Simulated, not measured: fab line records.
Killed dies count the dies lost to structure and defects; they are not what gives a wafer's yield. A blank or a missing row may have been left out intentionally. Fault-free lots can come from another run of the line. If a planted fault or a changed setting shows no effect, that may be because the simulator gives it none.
Chamber matching | flow n5Finfet | N5_BEOL_M14_STRIP_37 on rieDiel-02 has 4 sister chambers
The step strips in O2. 4 wafers are shown with their chamber, then 8 later ones without.

## WAFERS, EACH WITH ITS CHAMBER
wafer  | chamber | drypumpMotorCurrentA (A)
L087.1 | 2       | 5.2
L089.4 | 1       | 6.3
L089.5 | 0       | 5.3
L092.2 | 3       | 5.6

## WAFERS WHOSE CHAMBER IS MISSING
wafer  | drypumpMotorCurrentA (A)
L092.3 | 6.2
L092.4 | 5.6
L093.1 | 5.3
L093.3 | 6.2
L093.6 | 6.2
L097.1 | 5.6
L097.3 | 6.3
L097.5 | 6.2

## WHICH CHAMBER EACH WENT THROUGH
wafer  | from the rows above     | in truth
L092.3 | 1                       | 1
L092.4 | 3                       | 3
L093.1 | can't be placed: 0 or 2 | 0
L093.3 | 1                       | 1
L093.6 | 1                       | 1
L097.1 | 3                       | 3
L097.3 | 1                       | 1
L097.5 | 1                       | 1
7 of 8 placed correctly. Cannot be placed on the basis of these rows: 1; the candidates contain the true chamber in 1. Placed wrongly: 0.
How it was worked out, from the rows above alone: a wafer's distance from a chamber is the root of the sum, over the readings, of the square of ((its reading less the chamber's mean) divided by the reading's scatter). If the next closest chamber is less than 2 further off than the closest, the wafer can't be placed; otherwise it belongs to the closest. The mean given for a chamber averages the wafers shown for that chamber. The scatter: root of mean squared gap, hidden wafer to nearest shown wafer, with one shown wafer a chamber.
